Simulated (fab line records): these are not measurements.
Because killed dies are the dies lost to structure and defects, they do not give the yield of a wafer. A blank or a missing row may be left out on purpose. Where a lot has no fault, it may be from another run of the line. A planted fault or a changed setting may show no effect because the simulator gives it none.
What tool caused it?    flow nand_harc    36 wafers from 12 lots sampled at 5 of the route's 1302 steps

## WHAT THE GAUGES SHOWED, per wafer
Not one reading of a measure or inspect step in the record can be checked against a usual standard deviation.

## WHAT TOOL EACH LOT RAN ON (gives the tool, then ch and the chambers of the sampled wafers, and finally the start)
lot   NHARC_A_WL_FILL_RTA_01            NHARC_A_WL_FILL_ALD_02               NHARC_A_WL_FILL_CVD_20         NHARC_A_WL_FILL_CMP_12         NHARC_A_CONTACT_DEP_28
L130  rtp_anneal-02 ch 0, day 20 01:03  ald_metal-01 ch 0,1,3, day 20 01:16  cvd_w-01 ch 0,1, day 20 18:21  cmp-01 ch 2,3, day 20 18:32    acl_dep-01 ch 0, day 20 19:38
L131  rtp_anneal-02 ch 0, day 20 16:20  ald_metal-03 ch 0,1,3, day 20 16:31  cvd_w-01 ch 0,1, day 21 12:36  cmp-04 ch 0,1,2, day 21 12:47  acl_dep-01 ch 0, day 21 14:40
L132  rtp_anneal-02 ch 0, day 21 05:46  ald_metal-02 ch 0,1,3, day 21 06:01  cvd_w-02 ch 0,1, day 21 23:25  cmp-03 ch 1,2,3, day 21 23:37  acl_dep-02 ch 0, day 22 00:45
L133  rtp_anneal-02 ch 0, day 21 17:40  ald_metal-02 ch 2,3, day 21 17:53    cvd_w-01 ch 0,1, day 22 13:14  cmp-04 ch 1,2, day 22 13:25    acl_dep-02 ch 0, day 22 15:54
L136  rtp_anneal-02 ch 0, day 22 12:29  ald_metal-01 ch 0,2, day 22 12:47    cvd_w-01 ch 0,1, day 23 06:19  cmp-01 ch 0,1,3, day 23 06:32  acl_dep-03 ch 0, day 23 07:37
L138  rtp_anneal-01 ch 0, day 23 17:01  ald_metal-01 ch 0,1,2, day 23 17:11  cvd_w-02 ch 0,1, day 24 10:57  cmp-03 ch 1,2,3, day 24 11:09  acl_dep-03 ch 0, day 24 13:10
L140  rtp_anneal-01 ch 0, day 24 16:49  ald_metal-01 ch 0,1,2, day 24 17:04  cvd_w-01 ch 0,1, day 25 11:26  cmp-04 ch 0,2,3, day 25 11:37  acl_dep-02 ch 0, day 25 13:19
L150  rtp_anneal-01 ch 0, day 28 13:20  ald_metal-03 ch 2,3, day 28 13:40    cvd_w-02 ch 0,1, day 29 06:35  cmp-04 ch 0,1,3, day 29 06:47  acl_dep-02 ch 0, day 29 09:34
L149  rtp_anneal-02 ch 0, day 28 13:23  ald_metal-02 ch 0,2, day 28 13:35    cvd_w-01 ch 0,1, day 29 06:34  cmp-03 ch 1,3, day 29 06:44    acl_dep-03 ch 0, day 29 09:16
L151  rtp_anneal-01 ch 0, day 28 23:26  ald_metal-02 ch 1,2,3, day 28 23:40  cvd_w-02 ch 0, day 29 19:21    cmp-01 ch 0,2,3, day 29 19:40  acl_dep-03 ch 0, day 29 20:50
L153  rtp_anneal-02 ch 0, day 29 14:49  ald_metal-03 ch 1,3, day 29 15:08    cvd_w-01 ch 0,1, day 30 07:55  cmp-04 ch 1,2,3, day 30 08:07  acl_dep-01 ch 0, day 30 09:14
L152  rtp_anneal-01 ch 0, day 29 14:53  ald_metal-01 ch 1,2,3, day 29 15:07  cvd_w-02 ch 0,1, day 30 07:59  cmp-03 ch 0,1,2, day 30 08:11  acl_dep-03 ch 0, day 30 10:40
- NHARC_A_WL_FILL_RTA_01: time 5 s.
- NHARC_A_WL_FILL_ALD_02: deposits TiN, target thk 2 nm, pulse time 3 s, ald cycles 100.
- NHARC_A_WL_FILL_CVD_20: deposits W, target thk 100 nm, time 74 s.
- NHARC_A_WL_FILL_CMP_12: polishes, t overpolish 30 s, target thk 100 nm.
- NHARC_A_CONTACT_DEP_28: deposits aC, target thk 7000 nm.

## WHAT THE TOOLS THEMSELVES READ (means of the sampled wafers that have a number; where no wafer has one, the mark that the record gives instead)
NHARC_A_WL_FILL_RTA_01. Usual: lamp_power_pct 32.7 %, standard deviation 1.5; lamp_zone_1_pct 32.7 %, standard deviation 1.5; lamp_zone_7_pct 33.2 %, standard deviation 1.5; wafer_temp_C_max 1003.9, standard deviation 1.1.
lot   tool           lamp_power_pct (%)  lamp_zone_1_pct (%)  lamp_zone_7_pct (%)  wafer_temp_C_max  flag
L130  rtp_anneal-02  34.4                34.5                 35.0                 1003.1            
L131  rtp_anneal-02  34.4                34.4                 34.9                 1003.5            
L132  rtp_anneal-02  34.4                34.5                 35.0                 1003.3            
L133  rtp_anneal-02  34.5                34.4                 35.0                 1002.4            
L136  rtp_anneal-02  34.4                34.4                 35.0                 1001.8            
L138  rtp_anneal-01  31.4                31.4                 31.9                 1004.1            
L140  rtp_anneal-01  31.5                31.4                 31.9                 1004.9            
L150  rtp_anneal-01  31.5                31.4                 31.9                 1004.8            
L149  rtp_anneal-02  34.5                34.5                 35.0                 1003.7            
L151  rtp_anneal-01  31.4                31.4                 31.9                 1004.3            
L153  rtp_anneal-02  34.4                34.5                 35.0                 1003.4            
L152  rtp_anneal-01  31.4                31.3                 31.9                 1005.1            

NHARC_A_WL_FILL_ALD_02. Usual: heater_power_w 1090 W, standard deviation 130; precursor_pulse_height_rel 1.000, standard deviation 0.021.
lot   tool          heater_power_w (W)  precursor_pulse_height_rel  flag
L130  ald_metal-01  1099                0.989                       
L131  ald_metal-03  1078                1.001                       
L132  ald_metal-02  1185                0.996                       
L133  ald_metal-02  1145                1.012                       
L136  ald_metal-01  981                 0.995                       
L138  ald_metal-01  1061                1.011                       
L140  ald_metal-01  1047                1.009                       
L150  ald_metal-03  864                 1.008                       
L149  ald_metal-02  1103                0.994                       
L151  ald_metal-02  1193                1.001                       
L153  ald_metal-03  1168                1.014                       
L152  ald_metal-01  1113                0.993                       

NHARC_A_WL_FILL_CVD_20. Usual: heater_power_w 895 W, standard deviation 86; throttle_valve_pct 8.14 %, standard deviation 0.26.
lot   tool      heater_power_w (W)  throttle_valve_pct (%)  flag
L130  cvd_w-01  834                 8.23                    
L131  cvd_w-01  846                 8.14                    
L132  cvd_w-02  997                 8.04                    
L133  cvd_w-01  882                 8.49                    
L136  cvd_w-01  838                 8.25                    
L138  cvd_w-02  966                 8.09                    
L140  cvd_w-01  811                 8.04                    
L150  cvd_w-02  972                 7.91                    
L149  cvd_w-01  844                 8.32                    
L151  cvd_w-02  854                 7.79                    
L153  cvd_w-01  836                 8.29                    
L152  cvd_w-02  980                 7.88                    

NHARC_A_WL_FILL_CMP_12. Usual: edge_zone_pressure_frac 1.000, standard deviation 0.0048; motor_current_A 12.5 A, standard deviation 1.3; overpolish_run_s 30.000 s, standard deviation 0.009; slurry_filter_dp_kPa 13.47 kPa, standard deviation 0.13; time_to_endpoint_s 20 s, standard deviation 3.2.
lot   tool    edge_zone_pressure_frac  motor_current_A (A)  overpolish_run_s (s)  slurry_filter_dp_kPa (kPa)  time_to_endpoint_s (s)  flag
L130  cmp-01  1.000                    12.1                 29.992                13.50                       18                      
L131  cmp-04  0.998                    13.5                 29.991                13.34                       22                      
L132  cmp-03  0.995                    12.4                 29.999                13.46                       16                      
L133  cmp-04  0.998                    14.1                 29.999                13.43                       24                      
L136  cmp-01  0.997                    11.9                 30.001                13.40                       24                      
L138  cmp-03  0.996                    12.5                 30.005                13.41                       23                      
L140  cmp-04  1.005                    11.6                 29.993                13.32                       24                      
L150  cmp-04  0.998                    13.2                 29.998                13.42                       15                      
L149  cmp-03  0.997                    12.4                 29.998                13.53                       16                      
L151  cmp-01  1.003                    12.1                 30.003                13.56                       21                      
L153  cmp-04  1.003                    13.6                 29.994                13.59                       18                      
L152  cmp-03  1.001                    12.6                 29.997                13.59                       18                      

NHARC_A_CONTACT_DEP_28. Usual: 34.999 % for throttle_valve_pct, sd 0.0084.
lot   tool        throttle_valve_pct (%)  flag
L130  acl_dep-01  35.003                  
L131  acl_dep-01  34.999                  
L132  acl_dep-02  35.006                  
L133  acl_dep-02  35.002                  
L136  acl_dep-03  35.009                  
L138  acl_dep-03  34.995                  
L140  acl_dep-02  35.005                  
L150  acl_dep-02  34.991                  
L149  acl_dep-03  34.998                  
L151  acl_dep-03  34.998                  
L153  acl_dep-01  34.990                  
L152  acl_dep-03  34.998                  

## THE ANSWER, worked out from the rows above alone
Rule: a lot counts as off when the mean over its wafers that have a number is more than 3 standard deviations away from the usual mean. A lot without any number at a reading at which 4 lots or more have one is off too. Any other lot the step has rows for is counted as sound. After the gauges, taken in route order, come the tools' own readings; for these a lot's mean is taken, as printed above. At the first step where some lot is off, the reading lying furthest off is the one used; lots without a number count as furthest.
Across all readings shown, no lot is off: no conclusion can be drawn from this.

## WHAT THE SIMULATOR HAD INSERTED
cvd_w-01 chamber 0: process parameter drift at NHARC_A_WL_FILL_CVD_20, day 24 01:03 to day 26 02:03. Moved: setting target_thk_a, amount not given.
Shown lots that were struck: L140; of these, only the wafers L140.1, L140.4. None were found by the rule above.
